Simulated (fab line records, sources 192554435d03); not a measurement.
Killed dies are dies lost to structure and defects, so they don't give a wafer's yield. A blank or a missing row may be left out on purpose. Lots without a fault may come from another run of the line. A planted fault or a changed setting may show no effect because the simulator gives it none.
fab line records | flow n5_finfet
record lots=24 wafers=72 last_day=18
route steps=1938 shown BEOL_M6@1214 BEOL_M7@1266
lots that met no fault: from a run of the same line without faults
start_h: hours from the record's first day to the start of the lot's first wafer shown | wait_h: hours since the lot's step before | " the same as in the row above | L1.1+2: a row that stands for several wafers | - no value, or no start given | * or withheld: withheld | < > ~ a bound
route shown NAME@n: a module of which the file shows steps, and the number in the route of the first | usual: mean/standard deviation of fault-free wafers | same: alike in all rows | chamber/n: place in a boat | sites: the reading at each site | _std_site: their standard deviation | _edge_site: outer sites' mean less inner sites' | radius_mm: how far each site lies from the wafer's centre | mask NAME#n: copy n | behind: the tool/chamber that last shaped the wafer | hold: why the lot was held/for how many hours/how that ended | device: the transistor (n, p or np) that didn't switch | end of line: the same wafers' tests at the end of the route | a step without rows: its recipe alone | killed: dies lost to structure and defects at the first sort, not the wafer's yield | map: a wafer's dies, x killed, . not, _ none there
set.NAME: the setting as run; set.NAME@STEP: as run at that earlier step | model.NAME: the simulator's own value behind a step, which no gauge read
steps of the route over a sample of lots; a table a step, a row a wafer
services: from which hour (start_h, from the record's first day; less than 0 if before it) a tool's chamber was out of use, for how many hours, and why
## steps
# step N5_BEOL_M6_STRIP_67
# recipe chemistry=CF4 resist=SiARC power_w=300 bias_power_w=75 pressure_mtorr=50 cf4_flow_sccm=150 rf_frequency_hz=6e+07
# usual drypump_motor_current_A=5.7/0.51 oes_product_au=0.80/0.094 rf_vpp_V=270.4/0.99 showerhead_plenum_p_Torr=1.759/0.024 throttle_valve_pct=13.6/0.31
# columns lot.wafer tool chamber start_h wait_h drypump_motor_current_A oes_product_au rf_hours_counter_h rf_vpp_V showerhead_plenum_p_Torr throttle_valve_pct
L074.1 rie_diel-01 0 180.49 0.0 6.5 0.87 48 269.8 1.756 13.2
L074.2 " 1 " " 5.8 0.69 236 270.9 1.778 13.8
L074.5 " 1 " " 5.8 0.69 - 270.8 1.778 13.8
L075.1 rie_diel-05 0 190.31 0.0 5.1 0.68 237 270.7 1.768 13.6
L075.2 " 2 " " 5.1 0.71 179 268.7 1.718 13.7
L075.3 " 3 " " 5.7 0.70 219 271.9 1.781 14.1
L076.3 rie_diel-02 1 198.93 0.0 6.1 0.72 169 272.5 1.794 13.5
L076.4 " 2 " " 5.9 0.73 178 270.7 1.791 14.0
L076.6 " 3 " " 6.0 0.75 - 271.2 1.802 13.5
L077.4 rie_diel-05 3 208.55 0.0 5.8 0.70 228 271.3 1.778 14.1
L077.5 " 3 " " 5.8 0.69 - 269.6 1.779 14.1
L077.6 " 2 " " 5.1 0.71 - 268.0 1.716 13.8
L079.2 rie_diel-02 3 217.75 0.0 6.0 0.76 131 271.2 1.799 13.5
L079.4 " 1 " " 6.1 0.71 176 272.0 1.792 13.5
L079.6 " 1 " " 6.1 0.71 - 271.0 1.792 13.5
L080.1 rie_diel-05 3 223.15 0.0 5.7 0.69 233 269.2 1.777 14.1
L080.4 " 3 " " 5.7 0.69 - 268.8 1.777 14.1
L080.5 " 1 " " 6.0 0.93 - 270.9 1.764 13.2
L078.4 rie_diel-02 3 224.61 0.0 6.1 0.75 132 272.0 1.800 13.5
L078.5 " 3 " " 6.1 0.75 - 270.5 1.799 13.5
L078.6 " 2 " " 6.0 0.73 - 271.8 1.789 14.0
L081.3 rie_diel-01 2 229.35 0.0 5.7 0.90 27 271.7 1.766 13.6
L081.5 " 3 " " 4.8 0.72 - 271.2 1.781 13.9
L081.6 " 0 " " 6.5 0.84 - 272.1 1.752 13.2
L082.1 rie_diel-05 2 232.87 0.0 5.1 0.70 198 269.6 1.713 13.8
L082.3 " 1 " " 6.0 0.92 12 270.1 1.763 13.2
L082.5 " 3 " " 5.7 0.69 - 272.0 1.776 14.1
L085.1 rie_diel-01 3 248.23 0.0 4.8 0.71 224 271.8 1.778 13.9
L085.2 " 2 " " 5.7 0.90 36 271.1 1.763 13.6
L085.3 " 0 " " 6.5 0.83 71 271.2 1.750 13.2
L084.1 rie_diel-05 3 253.58 0.0 5.7 0.68 246 270.3 1.775 14.1
L084.3 " 2 " " 5.1 0.70 207 270.0 1.710 13.8
L084.6 " 1 " " 6.0 0.90 - 269.3 1.760 13.2
L083.2 rie_diel-05 1 257.12 0.0 6.0 0.90 21 270.3 1.760 13.2
L083.5 " 3 " " 5.7 0.68 - 269.8 1.773 14.1
L083.6 " 0 " " 5.1 0.95 - 271.6 1.763 13.1
L087.2 rie_diel-05 3 262.65 0.0 5.7 0.68 249 270.7 1.772 14.1
L087.3 " 0 " " 5.1 0.94 6 270.7 1.762 13.1
L087.6 " 1 " " 6.0 0.89 - 269.6 1.759 13.2
L086.3 rie_diel-01 2 265.64 0.0 5.7 0.87 42 270.1 1.762 13.6
L086.4 " 0 " " 6.5 0.83 77 270.9 1.748 13.2
L086.5 " 2 " " 5.7 0.88 - 271.5 1.761 13.6
L088.2 rie_diel-01 3 277.31 0.0 4.8 0.71 237 272.3 1.775 13.9
L088.4 " 2 " " 5.7 0.86 48 271.0 1.760 13.6
L088.6 " 0 " " 6.5 0.82 - 270.8 1.747 13.3
L090.1 rie_diel-01 0 277.63 0.0 6.5 0.82 83 269.0 1.747 13.2
L090.2 " 2 " " 5.7 0.86 48 271.0 1.760 13.6
L090.6 " 0 " " 6.5 0.82 - 269.9 1.747 13.2
L091.1 rie_diel-01 3 286.29 0.0 4.8 0.70 242 270.5 1.773 13.9
L091.4 " 2 " " 5.7 0.86 - 270.8 1.759 13.6
L091.6 " 0 " " 6.5 0.81 - 270.8 1.746 13.3
L089.2 rie_diel-01 2 294.14 0.0 5.7 0.86 55 269.8 1.758 13.6
L089.3 " 1 " " 5.7 0.94 14 270.6 1.769 13.3
L089.6 " 2 " " 5.7 0.86 - 271.7 1.758 13.6
L092.3 rie_diel-05 2 298.39 0.0 5.1 0.70 220 269.2 1.707 13.8
L092.4 " 2 " " 5.2 0.69 - 270.5 1.707 13.8
L092.6 " 0 " " 5.1 0.91 - 270.2 1.759 13.2
L093.1 rie_diel-02 0 303.87 0.0 5.6 0.75 154 270.6 1.717 13.6
L093.3 " 1 " " 6.1 0.70 205 270.1 1.784 13.6
L093.4 " 3 " " 6.1 0.73 159 271.6 1.792 13.6
L094.1 rie_diel-05 1 307.86 0.0 6.0 0.87 38 270.4 1.755 13.2
L094.5 " 2 " " 5.1 0.69 - 269.1 1.706 13.9
L094.6 " 0 " " 5.1 0.90 - 269.2 1.757 13.1
L095.2 rie_diel-01 0 315.61 0.0 6.5 0.80 98 269.8 1.743 13.3
L095.5 " 1 " " 5.7 0.91 - 271.4 1.767 13.3
L095.6 " 0 " " 6.5 0.80 - 270.3 1.742 13.3
L096.1 rie_diel-01 0 324.24 0.0 6.5 0.80 102 270.5 1.742 13.3
L096.2 " 2 " " 5.7 0.85 69 270.1 1.754 13.7
L096.3 " 1 " " 5.7 0.90 28 270.2 1.765 13.3
L097.1 rie_diel-05 2 333.25 0.0 5.2 0.68 235 268.8 1.703 13.8
L097.2 " 1 " " 6.0 0.85 48 270.1 1.752 13.3
L097.4 " 0 " " 5.1 0.89 31 269.9 1.756 13.2
# step N5_BEOL_M6_HM_OPEN_17
# recipe chemistry=Cl2/BCl3 target_depth_a=200 overetch_a=60 target=TiN mask_material=SOC ion_energy_ev=150 pressure_mtorr=10 icp_w=1000 bias_w=126 Cl2_flow_sccm=53.25 bcl3_flow_sccm=21.75 Ar_flow_sccm=25
# usual drypump_motor_current_A=5.2/0.38 oes_product_au=0.70/0.067 throttle_valve_pct=22.07/0.14
# columns lot.wafer tool chamber start_h wait_h drypump_motor_current_A oes_product_au rf_hours_counter_h throttle_valve_pct
L074.1 rie_metal-01 1 180.53 0.0 4.8 0.73 17 22.09
L074.2 " 1 " " 4.8 0.73 - 22.08
L074.5 " 1 " " 4.8 0.73 - 22.08
L075.1 rie_metal-02 1 190.35 0.0 5.3 0.59 74 22.29
L075.2 " 0 " " 5.9 0.68 43 21.95
L075.3 " 0 " " 5.9 0.68 - 21.94
L076.3 rie_metal-03 0 199.00 0.1 4.9 0.65 - 22.20
L076.4 " 1 " " 5.6 0.82 - 22.02
L076.6 " 1 " " 5.6 0.83 - 22.01
L077.4 rie_metal-03 0 208.62 0.1 4.9 0.65 - 22.20
L077.5 " 0 " " 4.9 0.65 - 22.20
L077.6 " 1 " " 5.7 0.82 - 22.02
L079.2 rie_metal-03 1 217.79 0.0 5.6 0.81 2 22.00
L079.4 " 0 " " 4.8 0.66 - 22.19
L079.6 " 0 " " 4.8 0.64 - 22.20
L080.1 rie_metal-03 0 223.19 0.0 4.9 0.65 45 22.21
L080.4 " 1 " " 5.6 0.80 - 22.02
L080.5 " 0 " " 4.9 0.64 - 22.20
L078.4 rie_metal-01 1 224.68 0.1 4.8 0.71 - 22.09
L078.5 " 1 " " 4.8 0.72 - 22.09
L078.6 " 0 " " 5.4 0.76 - 21.86
L081.3 rie_metal-01 0 229.42 0.1 5.4 0.75 - 21.85
L081.5 " 1 " " 4.8 0.71 - 22.09
L081.6 " 0 " " 5.4 0.75 - 21.85
L082.1 rie_metal-03 0 232.91 0.0 4.8 0.64 46 22.21
L082.3 " 1 " " 5.6 0.80 - 22.01
L082.5 " 1 " " 5.6 0.80 - 22.01
L085.1 rie_metal-02 1 248.27 0.0 5.3 0.58 79 22.35
L085.2 " 0 " " 5.9 0.66 48 21.97
L085.3 " 0 " " 5.9 0.67 - 21.97
L084.1 rie_metal-03 1 253.62 0.0 5.6 0.78 5 22.03
L084.3 " 0 " " 4.9 0.64 - 22.21
L084.6 " 0 " " 4.9 0.63 - 22.21
L083.2 rie_metal-03 0 257.16 0.0 4.9 0.63 49 22.23
L083.5 " 1 " " 5.6 0.77 - 22.06
L083.6 " 0 " " 4.9 0.62 - 22.23
L087.2 rie_metal-01 0 262.69 0.0 5.4 0.73 14 21.84
L087.3 " 0 " " 5.4 0.74 - 21.85
L087.6 " 0 " " 5.4 0.74 - 21.86
L086.3 rie_metal-01 1 265.71 0.1 4.8 0.70 - 22.11
L086.4 " 0 " " 5.4 0.74 - 21.85
L086.5 " 1 " " 4.8 0.71 - 22.10
L088.2 rie_metal-03 1 277.35 0.0 5.7 0.76 8 22.01
L088.4 " 0 " " 4.8 0.63 - 22.21
L088.6 " 1 " " 5.6 0.78 - 22.02
L090.1 rie_metal-03 1 277.67 0.0 5.7 0.78 8 22.03
L090.2 " 0 " " 4.9 0.64 51 22.21
L090.6 " 1 " " 5.6 0.77 - 22.04
L091.1 rie_metal-01 1 286.34 0.0 4.9 0.71 27 22.10
L091.4 " 1 " " 4.8 0.70 - 22.11
L091.6 " 1 " " 4.9 0.70 - 22.10
L089.2 rie_metal-01 1 294.18 0.0 4.8 0.70 28 22.13
L089.3 " 0 " " 5.4 0.73 - 21.86
L089.6 " 0 " " 5.4 0.74 - 21.85
L092.3 rie_metal-01 1 298.46 0.1 4.8 0.69 - 22.12
L092.4 " 0 " " 5.4 0.72 - 21.88
L092.6 " 1 " " 4.8 0.69 - 22.11
L093.1 rie_metal-03 1 303.91 0.0 5.6 0.76 9 22.04
L093.3 " 1 " " 5.6 0.76 - 22.03
L093.4 " 0 " " 4.9 0.63 - 22.21
L094.1 rie_metal-01 0 307.90 0.0 5.3 0.71 19 21.87
L094.5 " 1 " " 4.8 0.69 - 22.13
L094.6 " 0 " " 5.4 0.72 - 21.85
L095.2 rie_metal-02 1 315.65 0.0 5.3 0.57 85 22.35
L095.5 " 1 " " 5.3 0.57 - 22.35
L095.6 " 0 " " 5.9 0.64 - 22.00
L096.1 rie_metal-01 1 324.28 0.0 4.8 0.70 31 22.12
L096.2 " 0 " " 5.4 0.72 20 21.87
L096.3 " 1 " " 4.9 0.69 - 22.14
L097.1 rie_metal-02 1 333.29 0.0 5.3 0.57 87 22.34
L097.2 " 0 " " 5.9 0.65 56 21.99
L097.4 " 0 " " 5.9 0.64 - 21.98
# step N5_BEOL_M6_OVL_MEAS_29
# recipe points_per_wafer=522
# usual V5_OVL=-0.2/0.62
# columns lot.wafer tool chamber start_h wait_h V5_OVL[nm]
L074.1 overlay-02 0 181.96 0.0 0.2
L074.2 " 0 " " -0.9
L074.5 " 0 " " 0.0
L075.1 overlay-01 0 190.86 0.0 -0.6
L075.2 " 0 " " 0.2
L075.3 " 0 " " -0.4
L076.3 overlay-01 0 199.58 0.0 0.0
L076.4 " 0 " " -0.8
L076.6 " 0 " " 0.4
L077.4 overlay-02 0 210.34 0.0 -0.2
L077.5 " 0 " " 0.3
L077.6 " 0 " " -0.7
L079.2 overlay-01 0 220.26 0.0 0.8
L079.4 " 0 " " 0.3
L079.6 " 0 " " 0.4
L080.1 overlay-02 0 226.53 0.0 0.8
L080.4 " 0 " " 0.9
L080.5 " 0 " " 0.9
L078.4 overlay-01 0 226.72 0.0 -0.3
L078.5 " 0 " " -0.8
L078.6 " 0 " " 0.0
L081.3 overlay-02 0 231.11 0.0 -0.6
L081.5 " 0 " " 0.1
L081.6 " 0 " " 0.2
L082.1 overlay-02 0 233.75 0.0 1.1
L082.3 " 0 " " -0.1
L082.5 " 0 " " 0.2
L085.1 overlay-02 0 251.54 0.0 0.2
L085.2 " 0 " " 0.6
L085.3 " 0 " " -0.3
L084.1 overlay-02 0 255.51 0.0 -0.1
L084.3 " 0 " " -1.4
L084.6 " 0 " " -0.1
L083.2 overlay-02 0 257.69 0.0 -0.4
L083.5 " 0 " " 0.5
L083.6 " 0 " " 0.2
L087.2 overlay-02 0 264.56 0.0 0.6
L087.3 " 0 " " 0.2
L087.6 " 0 " " -0.6
L086.3 overlay-01 0 266.90 0.0 -0.8
L086.4 " 0 " " -0.8
L086.5 " 0 " " -1.1
L088.2 overlay-02 0 278.05 0.0 -0.1
L088.4 " 0 " " 0.3
L088.6 " 0 " " 0.4
L090.1 overlay-01 0 278.39 0.0 -0.9
L090.2 " 0 " " -0.7
L090.6 " 0 " " -0.7
L091.1 overlay-01 0 288.74 0.0 -0.3
L091.4 " 0 " " 0.7
L091.6 " 0 " " -0.6
L089.2 overlay-02 0 296.73 0.0 0.3
L089.3 " 0 " " -0.5
L089.6 " 0 " " 0.0
L092.3 overlay-02 0 302.54 0.1 0.3
L092.4 " 0 " " 0.5
L092.6 " 0 " " 0.2
L093.1 overlay-01 0 306.25 0.0 -1.3
L093.3 " 0 " " -0.5
L093.4 " 0 " " -0.3
L094.1 overlay-01 0 309.82 0.0 0.7
L094.5 " 0 " " -0.4
L094.6 " 0 " " -0.8
L095.2 overlay-01 0 319.76 0.0 -1.1
L095.5 " 0 " " -0.5
L095.6 " 0 " " -0.3
L096.1 overlay-02 0 326.19 0.0 -0.4
L096.2 " 0 " " -1.5
L096.3 " 0 " " -1.0
L097.1 overlay-02 0 335.32 0.0 -0.5
L097.2 " 0 " " -0.6
L097.4 " 0 " " -0.2
# step N5_BEOL_M6_ALD_77
# recipe material=TaN target_thk_a=20 temp_c=275 ald_precursor_family=PDMAT ald_co_reactant=NH3 pressure_torr=3 carrier_flow_sccm=1500 pulse_time_s=2 purge_time_s=3 co_reactant_purge_time_s=2 co_reactant_pulse_time_s=3 ald_cycles=40 precursor_vessel_temp_c=75 precursor_vessel_pressure_torr=26.25 precursor_vessel_carrier_sccm=1000
# usual heater_power_w=427/44
# columns lot.wafer tool chamber start_h wait_h heater_power_w
L074.1 ald_metal-01 1 183.56 0.1 490
L074.2 " 0 " " 443
L074.5 " 1 " " 499
L075.1 ald_metal-04 2 192.02 0.0 382
L075.2 " 3 " " 408
L075.3 " 0 " " 460
L076.3 ald_metal-04 1 200.80 0.1 453
L076.4 " 2 " " 383
L076.6 " 0 " " 474
L077.4 ald_metal-03 1 212.27 0.1 373
L077.5 " 2 " " 513
L077.6 " 1 " " 367
L079.2 ald_metal-04 3 222.08 0.1 402
L079.4 " 2 " " 375
L079.6 " 2 " " 376
L080.1 ald_metal-01 2 228.07 0.0 453
L080.4 " 3 " " 391
L080.5 " 1 " " 488
L078.4 ald_metal-03 3 228.43 0.0 358
L078.5 " 3 " " 358
L078.6 " 0 " " 419
L081.3 ald_metal-04 1 233.31 0.0 449
L081.5 " 1 " " 446
L081.6 " 2 " " 383
L082.1 ald_metal-01 3 234.89 0.0 381
L082.3 " 2 " " 451
L082.5 " 3 " " 375
L085.1 ald_metal-04 1 252.81 0.0 466
L085.2 " 2 " " 382
L085.3 " 0 " " 457
L084.1 ald_metal-04 0 257.14 0.0 464
L084.3 " 1 " " 465
L084.6 " 1 " " 465
L083.2 ald_metal-04 0 259.04 0.1 464
L083.5 " 0 " " 468
L083.6 " 1 " " 450
L087.2 ald_metal-01 3 266.31 0.3 380
L087.3 " 1 " " 496
L087.6 " 0 " " 441
L086.3 ald_metal-03 0 268.26 0.1 420
L086.4 " 2 " " 516
L086.5 " 1 " " 364
L088.2 ald_metal-03 2 279.59 0.1 504
L088.4 " 3 " " 367
L088.6 " 2 " " 512
L090.1 ald_metal-01 0 281.84 0.0 456
L090.2 " 2 " " 443
L090.6 " 0 " " 453
L091.1 ald_metal-03 3 290.01 0.1 371
L091.4 " 1 " " 376
L091.6 " 1 " " 384
L089.2 ald_metal-01 2 298.08 0.0 460
L089.3 " 3 " " 382
L089.6 " 3 " " 383
L092.3 ald_metal-04 1 303.80 0.0 447
L092.4 " 2 " " 385
L092.6 " 2 " " 380
L093.1 ald_metal-04 2 309.61 0.1 383
L093.3 " 3 " " 404
L093.4 " 1 " " 462
L094.1 ald_metal-04 3 311.47 0.0 404
L094.5 " 2 " " 380
L094.6 " 3 " " 402
L095.2 ald_metal-03 0 323.20 0.0 428
L095.5 " 3 " " 357
L095.6 " 0 " " 411
L096.1 ald_metal-01 1 327.78 0.1 481
L096.2 " 0 " " 440
L096.3 " 2 " " 450
L097.1 ald_metal-03 2 336.79 0.0 494
L097.2 " 1 " " 373
L097.4 " 3 " " 368
# step N5_BEOL_M7_PECVD_70
# recipe material=SiO2 target_thk_a=200 temp_c=400 precursor=TEOS/O2 pressure_torr=5.5 rf_w=450 teos_flow_sccm=53.8 gas=O2 flow_sccm=3000 time_s=22.7
# usual heater_power_w=737/92 showerhead_plenum_p_Torr=8.80/0.052 throttle_valve_pct=22.0/1.2
# columns lot.wafer tool chamber start_h wait_h heater_power_w showerhead_plenum_p_Torr throttle_valve_pct
L074.1 pecvd-02 0 186.61 0.0 566 8.78 22.4
L074.2 " 2 " " 886 8.67 22.6
L074.5 " 0 " " 560 8.80 22.7
L075.1 pecvd-04 2 196.25 0.0 788 8.80 21.0
L075.2 " 1 " " 653 8.83 21.5
L075.3 " 0 " " 804 8.76 24.3
L076.3 pecvd-02 1 204.33 0.1 869 8.79 22.9
L076.4 " 0 " " 705 8.77 22.7
L076.6 " 1 " " 904 8.77 22.8
L077.4 pecvd-03 0 214.54 0.1 661 8.85 21.1
L077.5 " 2 " " 713 8.80 19.8
L077.6 " 1 " " 821 8.88 22.3
L079.2 pecvd-03 1 225.26 0.0 832 8.85 22.5
L079.4 " 1 " " 827 8.89 22.2
L079.6 " 0 " " 665 8.85 21.6
L080.1 pecvd-04 0 230.83 0.0 870 8.77 24.2
L080.4 " 0 " " 874 8.77 24.1
L080.5 " 1 " " 596 8.81 21.5
L078.4 pecvd-03 2 231.27 0.1 697 8.79 19.9
L078.5 " 2 " " 706 8.80 20.0
L078.6 " 1 " " 879 8.88 22.4
L081.3 pecvd-03 0 235.92 0.0 645 8.84 21.3
L081.5 " 2 " " 670 8.79 19.9
L081.6 " 1 " " 848 8.88 22.5
L082.1 pecvd-02 2 238.84 0.0 832 8.67 21.1
L082.3 " 1 " " 779 8.78 22.8
L082.5 " 1 " " 778 8.78 23.0
L085.1 pecvd-03 0 256.15 0.0 652 8.83 21.5
L085.2 " 1 " " 701 8.87 22.3
L085.3 " 2 " " 636 8.79 20.0
L084.1 pecvd-03 0 259.76 0.0 599 8.81 21.5
L084.3 " 0 " " 609 8.82 21.5
L084.6 " 0 " " 596 8.82 21.4
L083.2 pecvd-03 0 262.38 0.0 681 8.81 21.4
L083.5 " 1 " " 798 8.90 22.6
L083.6 " 0 " " 682 8.80 21.2
L087.2 pecvd-04 1 268.88 0.0 629 8.82 21.3
L087.3 " 2 " " 741 8.80 21.0
L087.6 " 1 " " 637 8.81 21.5
L086.3 pecvd-04 0 270.56 0.0 862 8.78 24.2
L086.4 " 1 " " 669 8.80 21.4
L086.5 " 2 " " 661 8.82 21.1
L088.2 pecvd-02 2 283.26 0.0 794 8.66 21.2
L088.4 " 1 " " 872 8.80 22.9
L088.6 " 2 " " 823 8.67 21.2
L090.1 pecvd-04 0 284.01 0.0 826 8.79 24.4
L090.2 " 2 " " 683 8.84 21.3
L090.6 " 1 " " 690 8.79 21.3
L091.1 pecvd-04 1 293.20 0.0 633 8.81 21.3
L091.4 " 2 " " 715 8.82 21.2
L091.6 " 0 " " 801 8.79 24.3
L089.2 pecvd-04 0 301.12 0.0 890 8.77 24.5
L089.3 " 1 " " 657 8.83 21.4
L089.6 " 1 " " 663 8.81 21.5
L092.3 pecvd-03 0 306.46 0.0 637 8.82 21.3
L092.4 " 1 " " 746 8.86 22.6
L092.6 " 2 " " 638 8.80 20.2
L093.1 pecvd-02 1 312.17 0.0 763 8.76 23.0
L093.3 " 0 " " 582 8.79 23.0
L093.4 " 2 " " 813 8.66 21.0
L094.1 pecvd-04 1 315.18 0.0 658 8.82 21.4
L094.5 " 1 " " 674 8.81 21.2
L094.6 " 2 " " 668 8.83 21.3
L095.2 pecvd-02 1 325.41 0.0 913 8.83 22.8
L095.5 " 0 " " 680 8.77 22.7
L095.6 " 2 " " 933 8.66 21.2
L096.1 pecvd-04 2 330.95 0.0 775 8.80 21.3
L096.2 " 1 " " 562 8.81 21.4
L096.3 " 0 " " 858 8.78 24.0
L097.1 pecvd-03 1 339.50 0.0 707 8.89 22.5
L097.2 " 0 " " 707 8.84 21.6
L097.4 " 0 " " 712 8.83 21.6
# step N5_BEOL_M7_ETCH_61
# recipe chemistry=CF4 target=SiARC target_depth_a=455 mask_material=CAR-ArF time_s=75.8 ion_energy_ev=80 pressure_mtorr=40 source_w=545 bias_w=36 Ar_flow_sccm=100 cf4_flow_sccm=100 ends=cleared
# usual drypump_motor_current_A=5.8/0.35 etch_rf_on_time_s=75.4/1 oes_product_au=0.69/0.069 rf_vpp_V=184.1/1 showerhead_plenum_p_Torr=2.15/0.052 throttle_valve_pct=15.6/0.31
# columns lot.wafer tool chamber start_h wait_h drypump_motor_current_A etch_rf_on_time_s oes_product_au rf_hours_counter_h rf_vpp_V showerhead_plenum_p_Torr throttle_valve_pct
L074.1 rie_diel-06 1 187.50 0.0 5.9 77.4 0.60 222 184.2 2.12 16.1
L074.2 " 0 " " 5.8 75.7 0.59 232 184.2 2.19 15.7
L074.5 " 0 " " 5.8 75.8 0.59 - 185.8 2.19 15.7
L075.1 rie_diel-06 1 197.25 0.0 5.9 75.3 0.60 224 183.4 2.12 16.1
L075.2 " 0 " " 5.7 75.5 0.59 234 185.1 2.19 15.7
L075.3 " 3 " " 5.8 73.2 0.79 13 182.9 2.18 15.2
L076.3 rie_diel-03 1 206.48 0.0 6.1 76.8 0.63 175 185.3 2.22 16.0
L076.4 " 3 " " 6.3 76.5 0.64 163 186.0 2.23 15.6
L076.6 " 2 " " 6.3 74.4 0.78 - 183.3 2.10 15.3
L077.4 rie_diel-03 3 216.67 0.0 6.3 75.4 0.65 166 184.0 2.23 15.6
L077.5 " 2 " " 6.3 74.1 0.78 - 183.9 2.10 15.3
L077.6 " 3 " " 6.3 75.6 0.64 - 185.2 2.23 15.6
L079.2 rie_diel-06 1 228.11 0.0 5.9 77.9 0.59 232 184.6 2.11 16.2
L079.4 " 0 " " 5.8 76.7 0.58 242 185.2 2.19 15.7
L079.6 " 2 " " 5.2 76.0 0.69 - 184.6 2.16 15.8
L080.1 rie_diel-03 2 234.05 0.0 6.3 74.6 0.76 32 184.9 2.10 15.3
L080.4 " 0 " " 5.6 74.9 0.74 63 183.7 2.08 15.1
L080.5 " 3 " " 6.3 76.3 0.63 - 186.5 2.23 15.6
L078.4 rie_diel-03 3 234.31 0.0 6.3 76.7 0.63 171 184.4 2.23 15.6
L078.5 " 1 " " 6.1 77.6 0.63 - 184.6 2.22 16.0
L078.6 " 2 " " 6.3 74.7 0.77 - 183.3 2.10 15.3
L081.3 rie_diel-03 0 237.54 0.0 5.6 74.4 0.74 65 183.0 2.08 15.1
L081.5 " 0 " " 5.6 74.2 0.73 - 182.7 2.08 15.1
L081.6 " 1 " " 6.1 75.8 0.63 - 184.7 2.22 16.0
L082.1 rie_diel-04 2 241.07 0.0 5.7 74.5 0.69 122 184.1 2.07 15.6
L082.3 " 1 " " 5.5 75.0 0.57 239 184.8 2.20 15.8
L082.5 " 3 " " 5.4 74.1 0.67 - 183.9 2.15 15.6
L085.1 rie_diel-06 3 257.22 0.0 5.8 74.4 0.74 31 182.6 2.18 15.2
L085.2 " 2 " " 5.2 75.4 0.68 101 184.6 2.16 15.8
L085.3 " 1 " " 5.9 77.3 0.58 240 184.2 2.11 16.1
L084.1 rie_diel-04 0 262.32 0.0 6.3 76.5 0.76 24 184.2 2.10 15.7
L084.3 " 3 " " 5.4 76.3 0.66 136 183.2 2.15 15.6
L084.6 " 2 " " 5.6 75.5 0.67 - 182.5 2.06 15.6
L083.2 rie_diel-04 1 263.25 0.0 5.5 75.9 0.57 245 184.6 2.20 15.8
L083.5 " 1 " " 5.5 76.7 0.57 - 184.6 2.20 15.7
L083.6 " 0 " " 6.3 75.9 0.75 - 184.4 2.10 15.7
L087.2 rie_diel-04 1 269.61 0.0 5.6 76.7 0.57 248 183.5 2.19 15.8
L087.3 " 0 " " 6.3 75.7 0.75 25 182.2 2.10 15.7
L087.6 " 2 " " 5.6 75.6 0.67 - 182.6 2.06 15.6
L086.3 rie_diel-04 1 272.45 0.0 5.6 75.5 0.57 248 184.0 2.19 15.8
L086.4 " 3 " " 5.4 75.0 0.66 - 183.4 2.15 15.6
L086.5 " 2 " " 5.6 75.6 0.68 - 183.3 2.06 15.6
L088.2 rie_diel-03 3 285.57 0.0 6.3 76.0 0.63 187 184.8 2.22 15.7
L088.4 " 1 " " 6.1 76.8 0.62 200 183.4 2.22 16.1
L088.6 " 3 " " 6.3 75.2 0.63 - 184.9 2.22 15.7
L090.1 rie_diel-06 1 285.72 0.0 5.9 77.7 0.58 250 183.0 2.11 16.2
L090.2 " 0 " " 5.7 74.5 0.80 6 185.5 2.19 15.3
L090.6 " 1 " " 5.8 76.9 0.58 - 183.3 2.11 16.2
L091.1 rie_diel-06 2 294.47 0.0 5.2 75.3 0.67 114 183.5 2.15 15.9
L091.4 " 2 " " 5.2 75.9 0.68 - 184.3 2.15 15.9
L091.6 " 0 " " 5.8 75.6 0.78 - 184.8 2.18 15.2
L089.2 rie_diel-06 2 304.45 0.0 5.2 75.0 0.68 119 184.1 2.15 15.9
L089.3 " 0 " " 5.8 75.0 0.78 16 186.8 2.18 15.3
L089.6 " 3 " " 5.8 75.0 0.73 - 183.9 2.18 15.2
L092.3 rie_diel-03 1 307.23 0.0 6.1 76.7 0.61 207 184.4 2.21 16.1
L092.4 " 3 " " 6.3 76.1 0.63 193 184.3 2.22 15.7
L092.6 " 0 " " 5.6 74.7 0.72 - 182.1 2.07 15.1
L093.1 rie_diel-03 1 313.06 0.0 6.1 77.5 0.61 209 185.1 2.21 16.1
L093.3 " 0 " " 5.6 75.2 0.71 86 184.4 2.07 15.1
L093.4 " 3 " " 6.3 76.3 0.62 195 184.6 2.22 15.7
L094.1 rie_diel-06 2 316.23 0.0 5.2 75.7 0.67 124 183.3 2.15 15.9
L094.5 " 2 " " 5.2 75.2 0.67 - 184.0 2.15 15.9
L094.6 " 3 " " 5.8 74.5 0.72 - 184.4 2.17 15.2
L095.2 rie_diel-04 3 327.41 0.0 5.4 76.1 0.65 159 183.7 2.14 15.7
L095.5 " 2 " " 5.6 75.9 0.67 - 182.1 2.06 15.6
L095.6 " 0 " " 6.3 76.1 0.73 - 183.0 2.10 15.7
L096.1 rie_diel-06 1 332.71 0.0 5.9 75.2 0.83 6 183.1 2.10 15.7
L096.2 " 2 " " 5.2 74.5 0.66 129 184.3 2.15 15.9
L096.3 " 3 " " 5.8 73.6 0.72 54 184.4 2.17 15.2
L097.1 rie_diel-06 0 341.36 0.0 5.7 74.1 0.75 29 184.4 2.18 15.3
L097.2 " 2 " " 5.2 75.1 0.66 132 184.6 2.15 15.9
L097.4 " 1 " " 5.9 75.4 0.82 9 183.3 2.10 15.7
## services
# columns tool chamber start_h hours kind
rie_diel-04 - 163.06 1.1 repair
rie_diel-05 1 163.92 15.8 repair
rie_metal-01 0 169.44 23.2 repair
ald_metal-04 - 199.22 1.0 repair
rie_diel-01 0 205.00 10.7 repair
rie_diel-04 3 206.29 13.1 repair
rie_diel-05 3 217.36 2.8 repair
rie_diel-01 1 226.12 7.0 repair
ald_metal-04 1 235.12 6.6 repair
rie_diel-03 0 268.67 3.8 repair
rie_diel-04 0 271.49 3.0 repair
rie_diel-05 - 271.96 10.0 pm
ald_metal-04 3 273.42 4.0 repair
rie_diel-04 0 283.51 6.1 repair
rie_diel-04 2 291.59 9.0 repair
rie_diel-05 3 292.57 28.2 repair
rie_diel-04 1 299.71 3.5 repair
pecvd-02 - 310.09 0.5 repair
rie_diel-05 - 311.93 2.8 pm
rie_diel-04 3 313.50 3.9 repair
rie_diel-05 3 321.20 7.7 repair
ald_metal-04 2 322.90 7.5 repair
ald_metal-03 - 337.30 14.0 pm
rie_metal-01 - 337.83 0.4 repair
## key
fault none
